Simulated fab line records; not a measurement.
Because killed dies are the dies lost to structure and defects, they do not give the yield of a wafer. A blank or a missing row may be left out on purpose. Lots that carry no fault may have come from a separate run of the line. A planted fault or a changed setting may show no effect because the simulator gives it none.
8D (eight disciplines) problem report, filled in by code | flow n5 finfet | the parts of the form that need people (team, actions taken, sign-off) are left out

1. PROBLEM STATEMENT
rf fwd power W at N5_BEOL_M2_ETCH_64 reads a mean of 635.0 W on 9 wafers of 3 lots; wafers without a fault read 836.9 W with a standard deviation of 2.5. That puts it -81 standard deviations away from the usual mean.
The step: etches SOC in N2/H2, target depth 75 nm, overetch 22.5 nm, time 121.9 s.
The first sign was on wafer L683.1 at day 9 22:25, on rie diel-01. Wafers with a number at this step in the record: 15, from 5 lots. By rule, "out" or "out of limits" means more than 4 standard deviations away from the usual mean. The rest of the wafers with a number are treated as sound.

2. WHAT THIS IS AND IS NOT
question                    | is                       | is not
which readings at this step | rf fwd power W, rf vpp V | drypump motor current A, oes product au, showerhead plenum p Torr, throttle valve pct
which lots                  | L683, L685, L687         | L678, L689
which wafers of those lots  | all that have a number   | -
read on which tools         | rie diel-01              | rie diel-05
when                        | from day 9 22:25         | up to then (3 sound wafers); but 3 sound wafers of L689 came after

3. WHAT RULES OUT EACH SUSPECT
Counting: a tool stays on the suspect list if, at a process step up to the reading, it processed all lots that are out and no sound lot following the first of them.
- rie diel-01 at N5_BEOL_M2_ETCH_64 (etches SOC in N2/H2, target depth 75 nm, overetch 22.5 nm, time 121.9 s): kept. All lots that are out passed through it, beginning with L683 at day 9 22:25, and no sound lot followed; its final sound lot before that point was L678 at day 8 05:11. On those wafers its own readings are out: rf fwd power W, rf vpp V.
Left after counting: rie diel-01 at N5_BEOL_M2_ETCH_64.

4. THE CAUSE (what the simulator had put in)
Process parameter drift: rie diel-01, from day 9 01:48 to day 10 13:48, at N5_BEOL_M2_ETCH_64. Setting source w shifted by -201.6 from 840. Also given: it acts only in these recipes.
This tool alone remained once counting was done.

5. SEQUENCE OF EFFECTS, ordered by route
Rows list readings where the struck wafers' mean (over those with a number) sits beyond 3 standard deviations from the usual. Scope: only readings with a usual standard deviation given in the record; hours: median across lots of the time from each lot's start at the first step in this table that gives one to its start at this step; sigmas: change in usual standard deviations.
hours | step               | reading        | usual   | on struck wafers | change | sigmas
0     | N5_BEOL_M2_ETCH_64 | rf fwd power W | 836.9 W | 635.0            | -201.9 | -81
0     | N5_BEOL_M2_ETCH_64 | rf vpp V       | 524.4 V | 574.4            | +50.0  | +23
Its process steps:
- N5_BEOL_M2_ETCH_64: etches SOC in N2/H2, target depth 75 nm, overetch 22.5 nm, time 121.9 s.
Later steps that measure or inspect, where all struck wafers having a row at the step show a number for every such reading and not one has moved that far: N5_BEOL_M4_RC_MEAS_101.

6. WHAT WOULD HAVE CAUGHT IT SOONER
In this record no reading fell out of limits until day 9 22:25, 21 hours after the fault had begun at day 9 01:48.
